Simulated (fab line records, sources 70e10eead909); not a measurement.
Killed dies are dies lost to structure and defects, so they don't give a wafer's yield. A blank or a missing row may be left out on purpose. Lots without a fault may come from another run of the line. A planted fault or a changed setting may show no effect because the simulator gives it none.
fab line records | flow nand_harc
record lots=6 wafers=18 last_day=33
route steps=1302 shown P_M0@278 P_M1@285 END@1302
lots that met no fault: from a run of the same line without faults
start_h: hours from the record's first day to the start of the lot's first wafer shown | wait_h: hours since the lot's step before | " the same as in the row above | L1.1+2: a row that stands for several wafers | - no value, or no start given | * or withheld: withheld | < > ~ a bound
route shown NAME@n: a module of which the file shows steps, and the number in the route of the first | usual: mean/standard deviation of fault-free wafers | same: alike in all rows | chamber/n: place in a boat | sites: the reading at each site | _std_site: their standard deviation | _edge_site: outer sites' mean less inner sites' | radius_mm: how far each site lies from the wafer's centre | mask NAME#n: copy n | behind: the tool/chamber that last shaped the wafer | hold: why the lot was held/for how many hours/how that ended | device: the transistor (n, p or np) that didn't switch | end of line: the same wafers' tests at the end of the route | a step without rows: its recipe alone | killed: dies lost to structure and defects at the first sort, not the wafer's yield | map: a wafer's dies, x killed, . not, _ none there
set.NAME: the setting as run; set.NAME@STEP: as run at that earlier step | model.NAME: the simulator's own value behind a step, which no gauge read
lots at some steps of the route; a table a step, a row a wafer
services: from which hour (start_h, from the record's first day; less than 0 if before it) a tool's chamber was out of use, for how many hours, and why
## steps
# step NHARC_P_M0_CMP_23
# recipe t_overpolish_s=20 target_thk_nm=117.54
# usual motor_current_A=12.2/1 retaining_ring_pressure_frac=0.999/0.0051 time_to_endpoint_s=28.5/2.9
# columns lot.wafer tool chamber start_h wait_h motor_current_A retaining_ring_pressure_frac time_to_endpoint_s
L455.1 cmp-04 0 138.49 - 12.0 1.005 31.1
L455.4 " 1 " " 13.4 1.005 28.0
L455.2 " 2 " " 13.4 0.998 28.8
L464.1 cmp-02 3 222.91 - 11.6 0.997 32.1
L464.3 " 0 " " 11.9 0.997 27.5
L464.4 " 2 " " 11.5 1.002 26.1
L463.1 cmp-03 1 224.09 - 13.0 1.006 27.1
L463.6 " 3 " " 11.2 0.991 26.6
L463.5 " 0 " " 11.2 1.006 28.8
L473.1 cmp-02 2 320.50 - 11.2 0.995 27.7
L473.5 " 3 " " 11.2 0.996 32.1
L473.6 " 0 " " 13.4 0.994 30.7
L474.4 cmp-04 3 324.43 - 11.6 0.999 28.6
L474.1 " 0 " " 11.6 1.008 35.2
L474.6 " 2 " " 14.3 1.001 30.7
L475.2 cmp-02 2 342.36 - 11.3 0.988 24.7
L475.4 " 3 " " 11.3 0.998 29.0
L475.5 " 3 " " 10.3 0.997 29.8
# step NHARC_P_M0_THK_MEAS_24
# recipe thk_meas_gauge=xrf
# usual thk_nm=117.4/1.8
# columns lot.wafer tool chamber start_h wait_h thk_nm
L455.1 film_metro-02 - 138.77 - 118.9
L455.2 " - " " 116.6
L455.4 " - " " 118.5
L464.1 film_metro-02 - 223.23 - 119.3
L464.3 " - " " 119.0
L464.4 " - " " 117.2
L463.1 film_metro-01 - 224.35 - 119.2
L463.5 " - " " 117.6
L463.6 " - " " 116.4
L473.1 film_metro-02 - 320.73 - 115.1
L473.5 " - " " 119.7
L473.6 " - " " 117.3
L474.1 film_metro-02 - 324.72 - 119.5
L474.4 " - " " 118.8
L474.6 " - " " 113.2
L475.2 film_metro-02 - 342.67 - 115.5
L475.4 " - " " 118.3
L475.5 " - " " 117.8
# step NHARC_P_M0_SRD_25
# step NHARC_P_M0_INSPECT_27
# usual raw_defect_count=304/110
# columns lot.wafer tool chamber start_h wait_h raw_defect_count
L455.1 defect_inspect-02 - 138.95 0.0 300
L455.2 " - " " 519
L455.4 " - " " 348
L464.1 defect_inspect-02 - 223.38 0.0 197
L464.3 " - " " 202
L464.4 " - " " 222
L463.1 defect_inspect-02 - 224.50 0.0 343
L463.5 " - " " 258
L463.6 " - " " 283
L473.1 defect_inspect-01 - 320.88 0.0 266
L473.5 " - " " 299
L473.6 " - " " 211
L474.1 defect_inspect-01 - 324.87 0.0 274
L474.4 " - " " 335
L474.6 " - " " 216
L475.2 defect_inspect-02 - 342.83 0.0 515
L475.4 " - " " 250
L475.5 " - " " 399
# step NHARC_P_M0_PRE_CLEAN_31
# recipe time_s=12 temp_c=370 rf_power_w=300 gas=NH3
# usual heater_power_w=634/71
# columns lot.wafer tool chamber start_h wait_h heater_power_w
L455.1 pecvd-02 1 139.02 0.1 602
L455.2 " 2 " " 561
L455.4 " 2 " " 570
L464.1 pecvd-02 1 223.46 0.1 644
L464.3 " 2 " " 596
L464.4 " 1 " " 656
L463.1 pecvd-01 0 224.60 0.1 599
L463.5 " 1 " " 717
L463.6 " 2 " " 610
L473.1 pecvd-02 0 320.98 0.1 559
L473.5 " 1 " " 555
L473.6 " 2 " " 597
L474.1 pecvd-02 0 324.97 0.1 623
L474.6 " 1 " " 583
L474.4 " 0 " " 623
L475.2 pecvd-01 2 342.92 0.1 517
L475.4 " 0 " " 602
L475.5 " 2 " " 514
# step NHARC_P_M0_DEP_32
# recipe target_thk_a=300 temp_c=370 target_thk_nm=30 pressure_torr=3 flow_sccm=200 rf_w=450 material=SiCN
# usual heater_power_w=580/78
# columns lot.wafer tool chamber start_h wait_h heater_power_w
L455.1 pecvd-02 1 139.14 0.1 540
L455.2 " 2 " " 536
L455.4 " 2 " " 525
L464.1 pecvd-02 1 223.57 0.1 504
L464.3 " 2 " " 605
L464.4 " 1 " " 498
L463.1 pecvd-01 0 224.74 0.1 515
L463.5 " 1 " " 807
L463.6 " 2 " " 579
L473.1 pecvd-02 0 321.12 0.1 608
L473.5 " 1 " " 564
L473.6 " 2 " " 506
L474.1 pecvd-02 0 325.11 0.1 581
L474.6 " 1 " " 560
L474.4 " 0 " " 594
L475.2 pecvd-01 2 343.06 0.1 454
L475.4 " 0 " " 575
L475.5 " 2 " " 457
# step NHARC_P_M1_DEP_00
# recipe target_thk_a=1825 target_thk_nm=182.5 temp_c=withheld pressure_torr=5 flow_sccm=200 rf_w=600 material=SiOC
# step NHARC_P_M1_DEHYDRATE_01
# recipe temp_c=150 time_s=120
# step NHARC_P_M1_HMDS_02
# recipe time_s=30
# step NHARC_P_M1_COAT_34
# recipe temp_c=200 time_s=65
# step NHARC_P_M1_COAT_03
# recipe spin_rpm=1500 resist_thk_nm=90
# step NHARC_P_M1_SOFTBAKE_04
# recipe temp_c=105 time_s=55
# usual heater_power_total_W=188.44/0.14
# columns lot.wafer tool chamber start_h wait_h heater_power_total_W
L455.1 litho_track-01 0 140 - 188.30
L455.2 " 0 " " 188.74
L455.4 " 0 " " 188.33
L464.1 litho_track-01 0 224 - 188.28
L464.3 " 0 " " 188.30
L464.4 " 0 " " 188.27
L463.1 litho_track-06 0 225 - 188.72
L463.5 " 0 " " 188.65
L463.6 " 0 " " 188.57
L473.1 litho_track-06 0 321 - 188.51
L473.5 " 0 " " 188.63
L473.6 " 0 " " 193.11
L474.1 litho_track-06 0 325 - 188.29
L474.4 " 0 " " 193.39
L474.6 " 0 " " 193.52
L475.2 litho_track-01 0 343 - 188.66
L475.4 " 0 " " 188.38
L475.5 " 0 " " 188.56
# step NHARC_P_M1_EBR_05
# step NHARC_END_SORT_01
# recipe temp_c=25
# usual defect_limited_yield=89.9/2.7 killed_at_array=64/18 killed_at_other=0.8/1.1 killed_at_periphery=3.8/2.7 killed_dies=68/18 killed_open=3.3/1.9 killed_short=2.3/1.8
# same gross_dies=677
# columns lot.wafer tool chamber start_h wait_h defect_limited_yield[%] killed_at_array killed_at_other killed_at_periphery killed_dies killed_open killed_short
L455.1 prober-02 0 584.70 2.5 92.2 53 0 0 53 3 3
L455.2 prober-02 0 585.50 2.8 92.0 52 0 2 54 2 1
L455.4 prober-02 0 587.10 3.4 92.5 50 0 1 51 2 4
L463.1 prober-01 0 662.61 2.5 87.0 81 1 6 88 1 7
L463.5 prober-01 0 665.82 3.7 87.0 81 0 7 88 4 1
L463.6 prober-01 0 666.62 4.0 87.6 77 0 7 84 2 3
L464.1 prober-01 0 674.57 2.5 90.3 62 0 4 66 5 4
L464.3 prober-01 0 676.15 3.1 92.5 50 0 1 51 2 1
L464.4 prober-01 0 676.95 3.4 91.3 54 0 5 59 3 3
# killed by level:class
L455.1 A_CHANNEL_HOLE_D2:chamber_film_flake=39 A_CHANNEL_HOLE_D1:chamber_film_flake=4 A_ONON_D1:geometric_particle:open=3 A_CONTACT:chamber_film_flake=2 A_ONON_D1:geometric_particle:short=1 A_WL_FILL:geometric_particle:short=1 A_CHANNEL_HOLE_D2:geometric_particle:short=1 A_ZERO_WELL:chamber_film_flake=1
L455.2 A_CHANNEL_HOLE_D2:chamber_film_flake=38 A_STAIRCASE:chamber_film_flake=3 A_CONTACT:chamber_film_flake=3 A_ZERO_WELL:chamber_film_flake=2 A_CHANNEL_HOLE_D1:chamber_film_flake=2 P_GATE:geometric_particle:short=1 A_CONTACT:geometric_particle:open=1 A_M0:geometric_particle:open=1
L455.4 A_CHANNEL_HOLE_D2:chamber_film_flake=35 A_STAIRCASE:chamber_film_flake=3 A_ZERO_WELL:chamber_film_flake=2 A_DECK1_JOINT:chamber_film_flake=2 A_ONON_D1:geometric_particle:short=1 A_ONON_D2:geometric_particle:short=1 A_STAIRCASE:geometric_particle:open=1 A_SGD_CUT:geometric_particle:short=1
L463.1 A_SLIT:chamber_film_flake=36 A_CHANNEL_HOLE_D1:chamber_film_flake=30 P_ZERO_WELL:chamber_film_flake=3 A_ZERO_WELL:chamber_film_flake=3 P_CONTACT:chamber_film_flake=2 A_BLC:chamber_film_flake=2 P_M1:geometric_particle:short=1 A_ONON_D1:geometric_particle:short=1
L463.5 A_SLIT:chamber_film_flake=39 A_CHANNEL_HOLE_D1:chamber_film_flake=31 P_ZERO_WELL:chamber_film_flake=4 A_ZERO_WELL:chamber_film_flake=3 A_CONTACT:chamber_film_flake=2 P_M0:geometric_particle:short=1 A_ONON_D1:geometric_particle:open=1 A_DECK1_JOINT:geometric_particle:open=1
L463.6 A_CHANNEL_HOLE_D1:chamber_film_flake=36 A_SLIT:chamber_film_flake=30 A_CONTACT:chamber_film_flake=3 P_ZERO_WELL:chamber_film_flake=2 P_GATE:chamber_film_flake=2 A_STAIRCASE:chamber_film_flake=2 P_GATE:geometric_particle:open=1 P_M0:geometric_particle:short=1
L464.1 A_SLIT:chamber_film_flake=29 A_CHANNEL_HOLE_D2:chamber_film_flake=16 A_CHANNEL_HOLE_D1:chamber_film_flake=5 A_BLC:chamber_film_flake=3 A_STAIRCASE:chamber_film_flake=2 P_GATE:geometric_particle:open=1 P_CONTACT:geometric_particle:short=1 A_ONON_D1:geometric_particle:open=1
L464.3 A_SLIT:chamber_film_flake=27 A_CHANNEL_HOLE_D2:chamber_film_flake=11 A_STAIRCASE:chamber_film_flake=4 A_CHANNEL_HOLE_D1:chamber_film_flake=2 A_CONTACT:chamber_film_flake=2 A_DECK1_JOINT:geometric_particle:open=1 A_DECK1_JOINT:geometric_particle:short=1 A_M0:geometric_particle:open=1
L464.4 A_SLIT:chamber_film_flake=27 A_CHANNEL_HOLE_D2:chamber_film_flake=12 A_CONTACT:chamber_film_flake=4 P_ZERO_WELL:chamber_film_flake=3 A_CHANNEL_HOLE_D1:chamber_film_flake=3 P_GATE:chamber_film_flake=2 A_CHANNEL_FILL_D1:geometric_particle:open=1 A_DECK1_JOINT:geometric_particle:open=1
## services
# columns tool chamber start_h hours kind
pecvd-01 - 130.00 13.0 pm
pecvd-02 0 133.58 9.3 repair
cmp-02 - 134.50 4.0 pm
litho_track-01 - 155.00 7.0 pm
cmp-03 - 163.29 4.0 pm
litho_track-06 - 179.00 7.0 pm
pecvd-02 0 183.52 20.4 repair
cmp-04 - 212.00 4.0 pm
cmp-02 - 216.31 1.5 repair
pecvd-02 - 227.00 13.0 pm
cmp-02 - 228.06 1.0 repair
cmp-04 - 231.96 0.3 repair
cmp-02 - 232.56 4.0 pm
cmp-04 - 234.49 2.3 repair
cmp-02 - 241.99 0.9 repair
pecvd-02 - 245.64 1.5 repair
cmp-02 - 272.75 1.3 repair
cmp-04 - 310.00 4.0 pm
pecvd-01 - 311.00 13.0 pm
cmp-02 - 314.87 0.3 repair
cmp-04 - 321.17 2.2 repair
litho_track-01 - 330.00 7.0 pm
cmp-02 - 330.56 4.0 pm
cmp-04 - 338.34 0.8 repair
## key
first_sign step=NHARC_P_M1_SOFTBAKE_04 reading=heater_power_total_W direction=up sigmas=35 usual=* struck=*
effect none on later readings
met_at NHARC_P_M1_SOFTBAKE_04
struck_wafers L473.6,L474.4,L474.6
onset_between 225 321
fault kind=process_parameter_drift tool=litho_track-06 chamber=- onset_h=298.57 steps=NHARC_P_M1_SOFTBAKE_04 channel=time_s offset=* shape=step end_h=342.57 scope=struck_wafers_only acts_in=* stated=*
